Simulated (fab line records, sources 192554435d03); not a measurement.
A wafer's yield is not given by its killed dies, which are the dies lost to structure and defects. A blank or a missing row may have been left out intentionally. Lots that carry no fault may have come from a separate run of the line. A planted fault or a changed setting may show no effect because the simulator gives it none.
Chamber matching || flow n5-finfet || rie-diel-05 running N5_BEOL_M5_ETCH_68: 4 sister chambers
The step etches SOC in N2/H2, target depth 80 nm, overetch 16 nm, time 120 s. 14 wafers are shown with their chamber, then 7 later ones without.

== WAFERS WITH THEIR CHAMBER ==
{"wafer": "L083.3", "chamber": 3, "showerhead-plenum-p-Torr (Torr)": 2.70, "drypump-motor-current-A (A)": 5.9, "throttle-valve-pct (%)": 17.69}
{"wafer": "L083.5", "chamber": 0, "showerhead-plenum-p-Torr (Torr)": 2.42, "drypump-motor-current-A (A)": 5.4, "throttle-valve-pct (%)": 18.19}
{"wafer": "L083.6", "chamber": 1, "showerhead-plenum-p-Torr (Torr)": 2.54, "drypump-motor-current-A (A)": 6.3, "throttle-valve-pct (%)": 18.27}
{"wafer": "L085.2", "chamber": 3, "showerhead-plenum-p-Torr (Torr)": 2.69, "drypump-motor-current-A (A)": 5.9, "throttle-valve-pct (%)": 17.71}
{"wafer": "L085.3", "chamber": 2, "showerhead-plenum-p-Torr (Torr)": 2.45, "drypump-motor-current-A (A)": 5.5, "throttle-valve-pct (%)": 17.89}
{"wafer": "L085.4", "chamber": 0, "showerhead-plenum-p-Torr (Torr)": 2.42, "drypump-motor-current-A (A)": 5.4, "throttle-valve-pct (%)": 18.20}
{"wafer": "L087.1", "chamber": 2, "showerhead-plenum-p-Torr (Torr)": 2.45, "drypump-motor-current-A (A)": 5.5, "throttle-valve-pct (%)": 17.92}
{"wafer": "L087.3", "chamber": 3, "showerhead-plenum-p-Torr (Torr)": 2.69, "drypump-motor-current-A (A)": 5.9, "throttle-valve-pct (%)": 17.72}
{"wafer": "L087.6", "chamber": 2, "showerhead-plenum-p-Torr (Torr)": 2.45, "drypump-motor-current-A (A)": 5.6, "throttle-valve-pct (%)": 17.90}
{"wafer": "L089.2", "chamber": 3, "showerhead-plenum-p-Torr (Torr)": 2.69, "drypump-motor-current-A (A)": 5.9, "throttle-valve-pct (%)": 17.74}
{"wafer": "L089.5", "chamber": 3, "showerhead-plenum-p-Torr (Torr)": 2.69, "drypump-motor-current-A (A)": 5.9, "throttle-valve-pct (%)": 17.73}
{"wafer": "L089.6", "chamber": 2, "showerhead-plenum-p-Torr (Torr)": 2.45, "drypump-motor-current-A (A)": 5.5, "throttle-valve-pct (%)": 17.92}
{"wafer": "L093.1", "chamber": 2, "showerhead-plenum-p-Torr (Torr)": 2.45, "drypump-motor-current-A (A)": 5.5, "throttle-valve-pct (%)": 17.96}
{"wafer": "L093.2", "chamber": 1, "showerhead-plenum-p-Torr (Torr)": 2.53, "drypump-motor-current-A (A)": 6.3, "throttle-valve-pct (%)": 18.30}

SIGNATURES (averages over the wafers above)
{"reading": "showerhead-plenum-p-Torr", "chamber 0": 2.4200, "chamber 1": 2.5350, "chamber 2": 2.4500, "chamber 3": 2.6920, "scatter within a chamber": 0.00361}
{"reading": "drypump-motor-current-A", "chamber 0": 5.400, "chamber 1": 6.300, "chamber 2": 5.520, "chamber 3": 5.900, "scatter within a chamber": 0.0283}
{"reading": "throttle-valve-pct", "chamber 0": 18.1950, "chamber 1": 18.2850, "chamber 2": 17.9180, "chamber 3": 17.7180, "scatter within a chamber": 0.022}
Rule: a wafer's distance from a chamber is the root of the sum, over the readings, of the square of ((its reading less the chamber's mean) divided by the reading's scatter). If the next closest chamber is less than 2 further off than the closest, the wafer can't be placed; otherwise it belongs to the closest. The scatter is the square root of a quotient: the sum, over the shown wafers, of each reading's squared deviation from its chamber's mean, divided by wafers minus chambers.

== WAFERS WHOSE CHAMBER IS MISSING ==
{"wafer": "L093.4", "showerhead-plenum-p-Torr (Torr)": 2.74, "drypump-motor-current-A (A)": 5.4, "throttle-valve-pct (%)": 17.87}
{"wafer": "L095.3", "showerhead-plenum-p-Torr (Torr)": 2.53, "drypump-motor-current-A (A)": 6.3, "throttle-valve-pct (%)": 18.31}
{"wafer": "L095.5", "showerhead-plenum-p-Torr (Torr)": 2.53, "drypump-motor-current-A (A)": 6.3, "throttle-valve-pct (%)": 18.32}
{"wafer": "L095.6", "showerhead-plenum-p-Torr (Torr)": 2.45, "drypump-motor-current-A (A)": 5.5, "throttle-valve-pct (%)": 17.93}
{"wafer": "L096.1", "showerhead-plenum-p-Torr (Torr)": 2.73, "drypump-motor-current-A (A)": 5.4, "throttle-valve-pct (%)": 17.88}
{"wafer": "L096.2", "showerhead-plenum-p-Torr (Torr)": 2.53, "drypump-motor-current-A (A)": 6.3, "throttle-valve-pct (%)": 18.32}
{"wafer": "L096.4", "showerhead-plenum-p-Torr (Torr)": 2.44, "drypump-motor-current-A (A)": 5.6, "throttle-valve-pct (%)": 17.95}

== WHICH CHAMBER EACH ONE RAN IN ==
{"wafer": "L093.4", "from the rows above": 3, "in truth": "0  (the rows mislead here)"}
{"wafer": "L095.3", "from the rows above": 1, "in truth": 1}
{"wafer": "L095.5", "from the rows above": 1, "in truth": 1}
{"wafer": "L095.6", "from the rows above": 2, "in truth": 2}
{"wafer": "L096.1", "from the rows above": 3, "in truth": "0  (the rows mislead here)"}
{"wafer": "L096.2", "from the rows above": 1, "in truth": 1}
{"wafer": "L096.4", "from the rows above": 2, "in truth": 2}
Placed correctly: 5 of 7. Not placeable from these rows: 0. Placed wrongly: 2.
